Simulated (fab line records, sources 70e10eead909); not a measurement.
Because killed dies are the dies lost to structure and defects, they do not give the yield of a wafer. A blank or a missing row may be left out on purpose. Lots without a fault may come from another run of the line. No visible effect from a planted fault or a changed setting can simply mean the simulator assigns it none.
fab line records    flow nand_harc
record lots=24  wafers=72  last_day=25
route steps=1159 shown P_BONDPAD@374 A_CHANNEL_FILL_D1@492 A_STAIRCASE@558
lots that met no fault: from a run of the same line without faults
start_h: the number of hours between the record's first day and the start of the first shown wafer of the lot    wait_h: hours since the lot's step before    " repeats the value in the row above    L1.1+2: several wafers, shown together as one row    - no value present, or no start provided    * or withheld: withheld    < > ~ a bound
route shown NAME@n: a module of which the file shows steps, and the number in the route of the first    usual: mean/standard deviation taken from wafers without a fault    same: alike in all rows    chamber/n: place in a boat    sites: each site's reading    _std_site: standard deviation across them    _edge_site: outer sites' mean less inner sites'    radius_mm: for every site, how far away it sits from the centre of the wafer    mask NAME#n: copy n    behind: tool/chamber where the wafer was last shaped    hold: why the lot was held/for how many hours/how that ended    device: which transistor (n, p or np) failed to switch    end of line: at the end of the route, the tests of the same wafers    step lacking rows: just its recipe    killed: count of dies lost to structure and defects at first sort (not the wafer's yield)    map: a wafer's dies, marking killed ones x, the rest . and places with no die _
set.NAME: the setting as run; set.NAME@STEP: as run at that earlier step    model.NAME: the simulator's own value behind a step, which no gauge read
one table for each step of the route and one row for each wafer, over a sample of lots
services: the hour from which a tool's chamber was out of use, counted from the record's first day as start_h (under 0 if before that day), plus the number of hours and why
## steps
# step NHARC_P_BONDPAD_DEGAS_25
# recipe temp_c=300  time_s=60
# usual heater_power_w=456/32  susceptor_temp_C=300.00/0.19
lot.wafer  tool            chamber  start_h  wait_h  heater_power_w  susceptor_temp_C
L075.2     pvd_sputter-03  -        138.72   -       476             299.96
L075.1     "               -        "        "       465             299.99
L075.3     "               -        "        "       450             300.05
L074.1     pvd_sputter-03  -        139.35   -       468             -
L074.3     "               -        "        "       509             -
L074.2     "               -        "        "       457             -
L077.1     pvd_sputter-03  -        142.52   -       472             299.82
L077.3     "               -        "        "       444             299.63
L077.6     "               -        "        "       467             300.12
L076.4     pvd_sputter-01  -        147.33   -       472             299.88
L076.1     "               -        "        "       445             299.88
L076.6     "               -        "        "       446             300.04
L078.3     pvd_sputter-02  -        152.82   -       409             300.43
L078.1     "               -        "        "       511             299.71
L078.6     "               -        "        "       404             299.92
L079.1     pvd_sputter-01  -        153.61   -       476             299.74
L079.2     "               -        "        "       429             300.17
L079.6     "               -        "        "       451             299.81
L082.1     pvd_sputter-01  -        175.39   -       439             299.94
L082.3     "               -        "        "       446             300.19
L082.5     "               -        "        "       437             300.09
L081.2     pvd_sputter-03  -        176.10   -       455             299.79
L081.4     "               -        "        "       495             299.60
L081.3     "               -        "        "       461             300.06
L080.1     pvd_sputter-02  -        176.58   -       393             300.04
L080.4     "               -        "        "       378             300.14
L080.3     "               -        "        "       475             299.81
L083.1     pvd_sputter-03  -        185.01   -       466             299.96
L083.4     "               -        "        "       491             300.07
L083.3     "               -        "        "       455             300.40
L084.4     pvd_sputter-03  -        193.76   -       459             299.92
L084.3     "               -        "        "       499             300.16
L084.2     "               -        "        "       481             300.07
L086.4     pvd_sputter-03  -        204.74   -       511             -
L086.3     "               -        "        "       472             -
L086.6     "               -        "        "       465             -
L085.1     pvd_sputter-01  -        206.00   -       419             300.02
L085.4     "               -        "        "       438             299.84
L085.3     "               -        "        "       420             300.16
L089.3     pvd_sputter-03  -        207.76   -       481             300.13
L089.5     "               -        "        "       464             300.08
L089.6     "               -        "        "       501             300.29
L087.4     pvd_sputter-01  -        211.18   -       430             299.66
L087.6     "               -        "        "       433             299.93
L087.5     "               -        "        "       436             299.71
L088.1     pvd_sputter-03  -        217.24   -       478             -
L088.2     "               -        "        "       498             -
L088.4     "               -        "        "       483             -
L090.2     pvd_sputter-03  -        231.94   -       471             300.23
L090.6     "               -        "        "       470             299.94
L090.5     "               -        "        "       499             300.32
L091.4     pvd_sputter-01  -        232.46   -       441             -
L091.3     "               -        "        "       441             -
L091.2     "               -        "        "       437             -
L092.2     pvd_sputter-01  -        238.62   -       436             300.18
L092.6     "               -        "        "       427             300.03
L092.5     "               -        "        "       471             299.88
L093.2     pvd_sputter-02  -        243.18   -       463             300.01
L093.3     "               -        "        "       383             299.89
L093.6     "               -        "        "       459             300.06
L094.3     pvd_sputter-01  -        244.65   -       427             300.09
L094.2     "               -        "        "       485             300.30
L094.5     "               -        "        "       434             299.98
L095.2     pvd_sputter-02  -        255.68   -       455             299.66
L095.1     "               -        "        "       466             300.20
L095.4     "               -        "        "       389             299.94
L096.4     pvd_sputter-02  -        260.12   -       447             300.10
L096.5     "               -        "        "       397             299.82
L096.6     "               -        "        "       460             299.92
L097.1     pvd_sputter-01  -        267.68   -       489             299.78
L097.2     "               -        "        "       436             300.13
L097.5     "               -        "        "       441             299.85
# step NHARC_A_CHANNEL_FILL_D1_ALD_02
# recipe target_thk_a=60  pulse_time_s=10  ald_cycles=60  temp_c=300  material=SiO2
# usual heater_power_w=471/44  precursor_pulse_height_rel=0.999/0.02  susceptor_temp_C=300.01/0.18
lot.wafer  tool       chamber  start_h  wait_h  heater_power_w  precursor_pulse_height_rel  susceptor_temp_C
L074.1     ald_hk-02  0        191.41   -       422             1.027                       300.13
L074.3     "          2        "        "       502             0.996                       299.87
L074.2     "          3        "        "       474             1.017                       299.99
L075.2     ald_hk-02  0        193.73   -       420             1.013                       299.78
L075.1     "          1        "        "       515             1.008                       300.06
L075.3     "          2        "        "       504             0.977                       299.93
L077.3     ald_hk-02  3        195.75   -       475             1.002                       300.11
L077.1     "          2        "        "       521             1.007                       299.94
L077.6     "          0        "        "       422             1.009                       300.00
L076.1     ald_hk-04  0        200.36   -       496             1.009                       300.20
L076.4     "          2        "        "       510             1.038                       300.04
L076.6     "          0        "        "       502             0.985                       300.04
L079.2     ald_hk-04  2        201.84   -       514             0.992                       300.14
L079.1     "          3        "        "       433             1.013                       300.03
L079.6     "          1        "        "       391             1.009                       299.73
L078.3     ald_hk-04  0        204.44   -       498             0.993                       299.88
L078.1     "          1        "        "       392             1.006                       300.21
L078.6     "          0        "        "       516             1.012                       299.90
L081.4     ald_hk-02  3        224.89   -       485             0.973                       299.87
L081.2     "          1        "        "       508             0.989                       300.36
L081.3     "          2        "        "       509             1.015                       300.19
L080.1     ald_hk-02  3        232.77   -       486             1.001                       299.91
L080.4     "          0        "        "       420             0.955                       300.29
L080.3     "          2        "        "       498             1.013                       299.73
L083.4     ald_hk-04  0        235.40   -       513             0.977                       300.22
L083.1     "          1        "        "       391             1.010                       300.08
L083.3     "          3        "        "       446             0.975                       299.79
L082.3     ald_hk-01  0        238.07   -       438             0.962                       -
L082.1     "          2        "        "       519             0.966                       -
L082.5     "          3        "        "       492             0.982                       -
L084.2     ald_hk-01  3        242.69   -       507             1.008                       300.10
L084.3     "          0        "        "       444             0.993                       300.32
L084.4     "          2        "        "       521             0.977                       300.27
L085.3     ald_hk-02  3        258.70   -       482             0.977                       -
L085.1     "          0        "        "       427             0.997                       -
L085.4     "          2        "        "       517             0.999                       -
L089.3     ald_hk-04  2        259.49   -       515             1.018                       299.74
L089.6     "          2        "        "       519             1.001                       299.80
L089.5     "          3        "        "       434             0.954                       300.14
L086.3     ald_hk-02  1        262.87   -       512             0.969                       300.10
L086.4     "          0        "        "       443             1.037                       299.90
L086.6     "          2        "        "       505             1.007                       299.75
L087.4     ald_hk-02  2        263.68   -       507             0.984                       300.04
L087.5     "          1        "        "       498             0.982                       300.11
L087.6     "          2        "        "       529             1.025                       299.96
L088.4     ald_hk-01  3        271.59   -       516             1.015                       300.03
L088.2     "          0        "        "       446             0.975                       299.98
L088.1     "          1        "        "       451             0.980                       300.05
L091.2     ald_hk-01  0        286.68   -       427             1.011                       299.94
L091.3     "          1        "        "       449             0.992                       299.96
L091.4     "          2        "        "       513             0.998                       299.72
L090.2     ald_hk-04  2        286.91   -       518             0.978                       299.94
L090.5     "          0        "        "       518             1.000                       300.42
L090.6     "          1        "        "       392             1.013                       300.16
L093.3     ald_hk-01  0        291.66   -       432             0.973                       300.02
L093.2     "          2        "        "       512             0.993                       300.11
L093.6     "          0        "        "       445             1.013                       300.12
L092.2     ald_hk-04  1        292.02   -       375             1.002                       299.99
L092.5     "          1        "        "       393             0.992                       300.14
L092.6     "          2        "        "       516             0.990                       300.02
L094.2     ald_hk-04  0        297.21   -       504             0.955                       300.09
L094.3     "          1        "        "       375             1.027                       300.18
L094.5     "          2        "        "       504             1.035                       299.84
L095.4     ald_hk-01  0        306.45   -       442             1.028                       300.01
L095.2     "          1        "        "       456             1.018                       300.03
L095.1     "          3        "        "       507             1.040                       299.95
L096.4     ald_hk-02  0        306.94   -       434             1.004                       300.20
L096.5     "          1        "        "       488             0.994                       300.27
L096.6     "          2        "        "       523             1.028                       299.79
L097.2     ald_hk-04  1        319.37   -       392             1.010                       299.79
L097.1     "          0        "        "       508             0.968                       299.55
L097.5     "          1        "        "       404             1.013                       299.49
# step NHARC_A_CHANNEL_FILL_D1_ALD_14
# recipe target_thk_a=25  pulse_time_s=10  ald_cycles=25  temp_c=300  material=SiO2
# usual heater_power_w=473/41  precursor_pulse_height_rel=1.003/0.019  susceptor_temp_C=300.05/0.2
lot.wafer  tool       chamber  start_h  wait_h  heater_power_w  precursor_pulse_height_rel  susceptor_temp_C
L075.2     ald_hk-02  3        198.45   0.1     465             0.998                       299.95
L075.3     "          0        "        "       430             0.994                       299.84
L075.1     "          1        "        "       524             0.988                       300.00
L074.2     ald_hk-01  1        198.45   0.1     461             0.994                       -
L074.3     "          2        "        "       496             1.002                       -
L074.1     "          3        "        "       471             0.990                       -
L077.1     ald_hk-04  2        202.75   0.0     503             1.038                       300.01
L077.3     "          3        "        "       439             0.990                       300.10
L077.6     "          2        "        "       521             1.015                       299.79
L079.2     ald_hk-02  1        207.36   0.0     507             1.023                       299.91
L079.1     "          0        "        "       425             0.987                       300.50
L079.6     "          2        "        "       501             1.029                       299.92
L076.4     ald_hk-04  3        207.37   0.1     441             1.034                       -
L076.1     "          0        "        "       516             1.008                       -
L076.6     "          0        "        "       514             1.013                       -
L078.1     ald_hk-04  0        211.43   0.0     514             1.047                       300.06
L078.3     "          1        "        "       386             1.042                       300.14
L078.6     "          1        "        "       384             0.997                       300.28
L081.4     ald_hk-02  0        233.21   1.3     424             1.041                       299.81
L081.3     "          1        "        "       507             0.990                       299.97
L081.2     "          2        "        "       520             0.992                       300.10
L080.3     ald_hk-01  0        239.76   0.1     434             1.010                       300.27
L080.1     "          1        "        "       452             1.009                       299.93
L080.4     "          3        "        "       499             1.006                       299.97
L083.1     ald_hk-04  1        239.83   0.1     390             0.997                       299.94
L083.4     "          3        "        "       445             0.990                       299.76
L083.3     "          0        "        "       504             1.002                       300.05
L082.1     ald_hk-02  3        245.18   0.2     481             0.998                       -
L082.3     "          0        "        "       442             1.024                       -
L082.5     "          2        "        "       503             0.991                       -
L084.3     ald_hk-04  1        249.66   0.0     386             1.013                       299.93
L084.4     "          2        "        "       497             0.997                       299.72
L084.2     "          3        "        "       447             1.028                       299.89
L085.3     ald_hk-02  3        265.61   0.1     486             1.024                       300.31
L085.4     "          1        "        "       495             0.983                       300.21
L085.1     "          2        "        "       499             0.997                       300.03
L089.3     ald_hk-02  0        265.95   0.4     440             0.987                       300.00
L089.6     "          1        "        "       505             0.997                       300.07
L089.5     "          2        "        "       505             0.987                       300.21
L086.3     ald_hk-04  3        269.90   0.0     436             0.998                       -
L086.4     "          1        "        "       381             1.034                       -
L086.6     "          3        "        "       439             0.976                       -
L087.4     ald_hk-02  3        269.91   0.1     495             1.031                       300.03
L087.6     "          3        "        "       472             0.989                       299.93
L087.5     "          0        "        "       424             0.979                       300.16
L088.1     ald_hk-01  3        278.63   0.0     519             0.976                       299.97
L088.4     "          1        "        "       449             1.007                       299.81
L088.2     "          2        "        "       516             0.995                       300.05
L091.4     ald_hk-02  3        293.65   0.0     497             0.996                       300.26
L091.3     "          0        "        "       431             1.008                       300.38
L091.2     "          1        "        "       476             1.002                       299.99
L090.2     ald_hk-01  1        293.77   0.2     445             0.976                       299.94
L090.6     "          2        "        "       514             0.985                       299.61
L090.5     "          3        "        "       515             1.003                       300.16
L093.2     ald_hk-04  1        298.68   0.0     395             1.005                       300.00
L093.3     "          2        "        "       508             1.026                       300.12
L093.6     "          1        "        "       396             0.994                       300.15
L092.2     ald_hk-01  2        299.11   0.5     519             1.029                       300.03
L092.6     "          3        "        "       504             1.008                       300.08
L092.5     "          0        "        "       446             0.954                       300.03
L094.2     ald_hk-01  3        304.49   0.2     512             1.002                       299.63
L094.3     "          0        "        "       439             0.984                       300.00
L094.5     "          1        "        "       453             0.976                       299.68
L096.4     ald_hk-01  0        313.56   0.2     433             0.960                       300.24
L096.5     "          1        "        "       440             0.998                       300.39
L096.6     "          2        "        "       523             1.009                       299.71
L095.2     ald_hk-01  1        313.71   0.3     454             0.998                       300.10
L095.1     "          2        "        "       523             1.010                       300.23
L095.4     "          3        "        "       504             1.019                       300.02
L097.1     ald_hk-02  1        326.40   0.0     484             0.978                       300.25
L097.2     "          3        "        "       492             1.009                       300.16
L097.5     "          2        "        "       496             1.004                       300.08
# step NHARC_A_CHANNEL_FILL_D1_ALD_25
# recipe target_thk_a=600  pulse_time_s=10  ald_cycles=600  temp_c=300  material=SiOx
# usual heater_power_w=472/43  precursor_pulse_height_rel=0.999/0.019  susceptor_temp_C=300.01/0.21
lot.wafer  tool       chamber  start_h  wait_h  heater_power_w  precursor_pulse_height_rel  susceptor_temp_C
L074.1     ald_hk-02  0        228.14   0.1     428             0.978                       300.07
L074.3     "          1        "        "       511             1.001                       299.84
L074.2     "          3        229.98   1.9     479             0.991                       300.30
L075.2     ald_hk-04  0        231.21   3.1     507             0.994                       300.16
L075.3     "          1        "        "       384             1.027                       299.96
L075.1     "          2        "        "       504             0.970                       299.93
L077.3     ald_hk-02  0        233.43   1.6     423             1.024                       299.76
L077.1     "          1        "        "       511             0.992                       299.97
L077.6     "          0        235.94   4.1     431             1.006                       300.04
L076.1     ald_hk-04  2        237.37   1.3     514             0.980                       299.93
L076.4     "          3        "        "       439             0.959                       299.86
L076.6     "          1        239.21   3.1     389             0.993                       300.14
L079.1     ald_hk-02  1        238.43   2.3     511             0.999                       299.91
L079.2     "          2        "        "       501             0.959                       300.06
L079.6     "          0        240.27   4.2     430             1.038                       299.97
L078.1     ald_hk-04  3        242.38   0.7     443             0.990                       299.73
L078.3     "          0        "        "       518             1.023                       299.60
L078.6     "          2        244.23   2.5     508             1.014                       299.77
L081.4     ald_hk-01  0        261.91   0.1     436             0.998                       299.96
L081.2     "          2        263.14   1.3     520             1.020                       299.93
L081.3     "          3        "        "       499             0.985                       300.02
L080.3     ald_hk-04  1        270.11   0.2     384             0.972                       299.79
L080.4     "          3        271.37   1.5     437             1.007                       299.96
L080.1     "          0        "        "       514             1.012                       300.25
L083.3     ald_hk-02  1        270.13   0.3     503             1.000                       -
L083.4     "          2        "        "       505             1.011                       -
L083.1     "          3        "        "       482             0.982                       -
L082.1     ald_hk-04  2        274.39   0.1     496             0.981                       299.92
L082.3     "          3        "        "       441             0.998                       299.90
L082.5     "          3        277.49   3.2     439             0.997                       299.89
L084.4     ald_hk-02  0        278.72   0.0     438             1.000                       300.13
L084.3     "          1        "        "       495             0.997                       300.05
L084.2     "          3        280.54   1.9     481             0.989                       300.08
L085.1     ald_hk-01  2        295.24   0.1     506             0.992                       300.05
L085.3     "          3        "        "       510             0.981                       300.12
L085.4     "          0        "        "       439             1.015                       299.92
L089.3     ald_hk-02  0        295.87   0.7     437             1.011                       299.78
L089.6     "          3        297.76   2.6     486             0.999                       299.99
L089.5     "          0        "        "       451             0.984                       299.85
L086.4     ald_hk-01  1        299.84   0.8     440             0.975                       300.14
L086.3     "          3        301.08   2.0     516             1.016                       300.15
L086.6     "          1        302.32   3.2     438             1.024                       300.19
L087.4     ald_hk-02  0        301.02   1.9     440             0.997                       299.88
L087.6     "          1        "        "       493             0.997                       300.52
L087.5     "          2        "        "       521             1.029                       300.04
L088.2     ald_hk-04  1        310.28   0.1     383             0.982                       299.85
L088.4     "          2        "        "       520             0.964                       300.21
L088.1     "          0        312.11   1.9     523             0.986                       299.98
L091.4     ald_hk-04  3        323.01   0.1     439             1.018                       300.47
L091.3     "          1        324.24   1.3     381             1.016                       299.81
L091.2     "          2        "        "       498             1.024                       299.75
L090.2     ald_hk-01  1        325.51   2.6     452             0.996                       300.05
L090.6     "          3        328.01   5.0     517             1.010                       300.17
L090.5     "          0        329.25   6.3     434             0.978                       300.06
L093.3     ald_hk-02  0        330.36   0.0     438             1.005                       299.86
L093.2     "          3        332.22   1.9     497             1.030                       300.16
L093.6     "          1        333.46   3.1     477             1.004                       299.80
L092.2     ald_hk-04  1        334.07   3.8     387             1.011                       300.21
L092.5     "          2        335.30   5.0     507             1.008                       299.98
L092.6     "          3        336.53   6.2     437             1.013                       299.91
L094.3     ald_hk-01  1        335.59   0.1     460             0.998                       300.21
L094.2     "          3        336.81   1.3     517             1.001                       300.16
L094.5     "          1        338.02   2.5     448             0.976                       300.10
L096.4     ald_hk-02  1        344.14   0.0     490             1.006                       299.57
L096.5     "          1        346.58   2.5     507             0.983                       299.88
L096.6     "          2        "        "       516             1.033                       300.17
L095.2     ald_hk-04  0        344.74   0.7     525             1.010                       300.07
L095.4     "          1        "        "       394             1.011                       300.21
L095.1     "          2        "        "       512             0.999                       300.04
L097.1     ald_hk-04  2        355.95   0.7     513             1.004                       300.01
L097.2     "          3        "        "       443             1.012                       299.84
L097.5     "          2        358.38   3.1     501             1.005                       300.13
# step NHARC_A_STAIRCASE_ETCH_21
# recipe target_depth_a=1000  time_s=40.5  ion_energy_ev=400  c4f8_flow_sccm=20  o2_flow_sccm=10  ar_flow_sccm=withheld  rf_w=600  bias_w=1000  chemistry=C4F8/O2
# usual oes_product_au=0.943/0.017  rf_vpp_V=896/6.3
lot.wafer  tool         chamber  start_h  wait_h  oes_product_au  rf_hours_counter_h  rf_vpp_V
L074.2     rie_diel-02  2        -        -       0.989           33                  904
L074.3     "            3        "        "       0.967           31                  887
L074.1     "            1        "        "       0.970           34                  897
L075.3     rie_diel-13  0        -        -       0.968           50                  896
L075.1     "            1        "        "       0.938           48                  889
L075.2     "            2        "        "       0.954           53                  902
L077.1     rie_diel-05  1        -        -       0.935           28                  890
L077.3     "            2        "        "       0.919           22                  898
L077.6     "            0        "        "       0.936           -                   897
L079.1     rie_diel-02  1        -        -       0.938           37                  897
L079.2     "            2        "        "       0.940           35                  905
L079.6     "            3        "        "       0.924           -                   885
L076.4     rie_diel-13  2        -        -       0.921           56                  899
L076.1     "            1        "        "       0.920           51                  888
L076.6     "            2        "        "       0.932           -                   901
L078.3     rie_diel-02  0        -        -       0.922           39                  899
L078.1     "            2        "        "       0.945           39                  906
L078.6     "            0        "        "       0.927           -                   899
L081.3     rie_diel-02  2        -        -       0.960           45                  905
L081.4     "            3        "        "       0.946           43                  886
L081.2     "            0        "        "       0.930           45                  899
L083.1     rie_diel-05  0        -        -       0.954           44                  895
L083.3     "            1        "        "       0.948           43                  891
L083.4     "            2        "        "       0.937           35                  898
L080.4     rie_diel-02  3        -        -       0.934           49                  885
L080.1     "            1        "        "       0.929           50                  896
L080.3     "            2        "        "       0.956           49                  904
L082.3     rie_diel-02  3        -        -       0.964           50                  887
L082.1     "            0        "        "       0.972           52                  898
L082.5     "            2        "        "       0.957           -                   905
L084.3     rie_diel-02  1        -        -       0.910           52                  896
L084.2     "            2        "        "       0.929           51                  906
L084.4     "            3        "        "       0.925           52                  886
L089.3     rie_diel-13  0        -        -       0.963           9                   896
L089.6     "            0        "        "       0.979           -                   897
L089.5     "            1        "        "       0.957           -                   887
L085.1     rie_diel-02  3        -        -       0.947           57                  888
L085.4     "            0        "        "       0.939           57                  900
L085.3     "            1        "        "       0.928           59                  896
L087.4     rie_diel-02  3        -        -       0.959           57                  887
L087.6     "            0        "        "       0.949           -                   898
L087.5     "            1        "        "       0.964           -                   897
L086.4     rie_diel-13  1        -        -       0.933           9                   888
L086.3     "            2        "        "       0.957           9                   901
L086.6     "            2        "        "       0.953           -                   900
L088.1     rie_diel-02  0        -        -       0.921           63                  899
L088.4     "            2        "        "       0.924           63                  903
L088.2     "            3        "        "       0.957           62                  886
L091.3     rie_diel-02  1        -        -       0.935           1                   897
L091.4     "            2        "        "       0.955           1                   905
L091.2     "            3        "        "       0.939           1                   906
L090.2     rie_diel-02  1        -        -       0.936           4                   896
L090.5     "            1        "        "       0.944           -                   897
L090.6     "            0        "        "       0.938           -                   898
L093.3     rie_diel-13  3        -        -       0.936           25                  886
L093.2     "            0        "        "       0.925           24                  894
L093.6     "            0        "        "       0.915           -                   896
L092.2     rie_diel-02  0        -        -       0.939           7                   899
L092.6     "            2        "        "       0.965           -                   904
L092.5     "            0        "        "       0.940           -                   899
L094.3     rie_diel-05  3        -        -       0.954           1                   899
L094.2     "            0        "        "       0.919           1                   897
L094.5     "            1        "        "       0.943           -                   891
L096.4     rie_diel-02  1        -        -       0.945           12                  897
L096.5     "            1        "        "       0.945           -                   896
L096.6     "            2        "        "       0.955           -                   905
L095.4     rie_diel-13  3        -        -       0.930           32                  886
L095.2     "            0        "        "       0.938           31                  896
L095.1     "            2        "        "       0.943           25                  900
L097.2     rie_diel-13  3        -        -       0.934           36                  886
L097.1     "            2        "        "       0.951           29                  899
L097.5     "            3        "        "       0.937           -                   887
# step NHARC_A_STAIRCASE_ETCH_25
# recipe target_depth_a=1000  time_s=40.5  ion_energy_ev=400  c4f8_flow_sccm=20  o2_flow_sccm=10  ar_flow_sccm=withheld  rf_w=600  bias_w=1000  chemistry=C4F8/O2
# usual oes_product_au=0.937/0.011  rf_vpp_V=896/6.2
lot.wafer  tool         chamber  start_h  wait_h  oes_product_au  rf_hours_counter_h  rf_vpp_V
L074.1     rie_diel-02  0        -        -       0.947           35                  898
L074.3     "            1        "        "       0.958           34                  897
L074.2     "            3        "        "       0.937           32                  887
L075.2     rie_diel-13  2        -        -       0.931           53                  900
L075.1     "            3        "        "       0.924           52                  887
L075.3     "            1        "        "       0.935           49                  887
L077.3     rie_diel-05  0        -        -       0.930           30                  896
L077.1     "            1        "        "       0.921           29                  891
L077.6     "            1        "        "       0.922           -                   891
L076.1     rie_diel-13  1        -        -       0.919           51                  888
L076.4     "            3        "        "       0.935           55                  888
L076.6     "            1        "        "       0.920           -                   888
L079.1     rie_diel-02  3        -        -       0.940           36                  887
L079.2     "            0        "        "       0.947           38                  899
L079.6     "            3        "        "       0.945           -                   886
L078.1     rie_diel-02  3        -        -       0.934           37                  887
L078.3     "            1        "        "       0.931           39                  898
L078.6     "            3        "        "       0.947           -                   888
L081.3     rie_diel-02  2        -        -       0.943           47                  904
L081.2     "            3        "        "       0.927           45                  885
L081.4     "            0        "        "       0.929           48                  897
L083.1     rie_diel-05  1        -        -       0.938           43                  891
L083.4     "            2        "        "       0.933           35                  899
L083.3     "            3        "        "       0.949           36                  898
L080.1     rie_diel-02  3        -        -       0.935           49                  887
L080.3     "            0        "        "       0.936           51                  900
L080.4     "            1        "        "       0.946           50                  896
L082.1     rie_diel-02  0        -        -       0.942           52                  899
L082.3     "            2        "        "       0.946           50                  906
L082.5     "            1        "        "       0.937           -                   896
L084.4     rie_diel-02  1        -        -       0.930           52                  896
L084.2     "            2        "        "       0.941           52                  904
L084.3     "            3        "        "       0.932           52                  886
L089.3     rie_diel-13  0        -        -       0.943           9                   896
L089.5     "            0        "        "       0.930           -                   895
L089.6     "            1        "        "       0.922           -                   888
L085.4     rie_diel-02  1        -        -       0.939           59                  897
L085.1     "            2        "        "       0.967           58                  904
L085.3     "            0        "        "       0.936           57                  899
L087.4     rie_diel-02  0        -        -       0.937           58                  897
L087.5     "            1        "        "       0.928           -                   897
L087.6     "            2        "        "       0.949           -                   904
L086.4     rie_diel-13  1        -        -       0.935           10                  888
L086.3     "            2        "        "       0.951           9                   900
L086.6     "            0        "        "       0.949           -                   895
L088.2     rie_diel-02  1        -        -       0.934           66                  897
L088.4     "            2        "        "       0.936           64                  904
L088.1     "            3        "        "       0.941           62                  886
L091.4     rie_diel-02  1        -        -       0.941           1                   896
L091.3     "            2        "        "       0.964           1                   904
L091.2     "            0        "        "       0.945           1                   898
L090.2     rie_diel-02  2        -        -       0.937           5                   905
L090.6     "            1        "        "       0.912           -                   897
L090.5     "            2        "        "       0.933           -                   904
L093.3     rie_diel-13  0        -        -       0.924           25                  896
L093.2     "            1        "        "       0.921           25                  886
L093.6     "            1        "        "       0.931           -                   887
L094.3     rie_diel-05  1        -        -       0.949           1                   891
L094.2     "            2        "        "       0.932           1                   898
L094.5     "            3        "        "       0.933           -                   896
L092.2     rie_diel-02  0        -        -       0.932           9                   899
L092.5     "            1        "        "       0.928           -                   895
L092.6     "            2        "        "       0.952           -                   905
L096.4     rie_diel-02  3        -        -       0.941           3                   907
L096.6     "            0        "        "       0.933           -                   898
L096.5     "            1        "        "       0.933           -                   896
L095.1     rie_diel-13  3        -        -       0.919           32                  887
L095.2     "            1        "        "       0.935           32                  887
L095.4     "            2        "        "       0.957           26                  899
L097.2     rie_diel-13  0        -        -       0.924           37                  896
L097.1     "            3        "        "       0.931           36                  887
L097.5     "            0        "        "       0.926           -                   896
## services
tool            chamber  start_h  hours  kind
pvd_sputter-01  -        115.81   1.2    repair
rie_diel-05     2        134.26   2.8    repair
rie_diel-02     -        150.74   9.0    pm
pvd_sputter-03  -        152.33   5.0    repair
pvd_sputter-01  -        158.00   10.0   pm
rie_diel-02     2        174.71   7.2    repair
rie_diel-02     1        181.49   4.3    repair
ald_hk-04       -        189.72   10.0   pm
rie_diel-02     3        196.38   7.9    repair
rie_diel-13     3        205.91   4.2    repair
rie_diel-13     1        206.20   2.9    repair
pvd_sputter-01  -        217.17   1.9    repair
ald_hk-04       -        219.91   0.3    repair
pvd_sputter-01  -        227.25   0.9    repair
ald_hk-01       -        228.00   10.0   pm
pvd_sputter-03  -        266.11   1.7    repair
rie_diel-13     -        276.17   9.0    pm
pvd_sputter-03  -        280.00   10.0   pm
pvd_sputter-03  -        292.23   4.8    repair
rie_diel-02     0        297.39   8.6    repair
rie_diel-13     3        306.33   3.1    repair
pvd_sputter-01  -        322.90   14.3   repair
rie_diel-02     -        327.74   9.0    pm
rie_diel-02     3        340.85   15.6   repair
## key
fault none
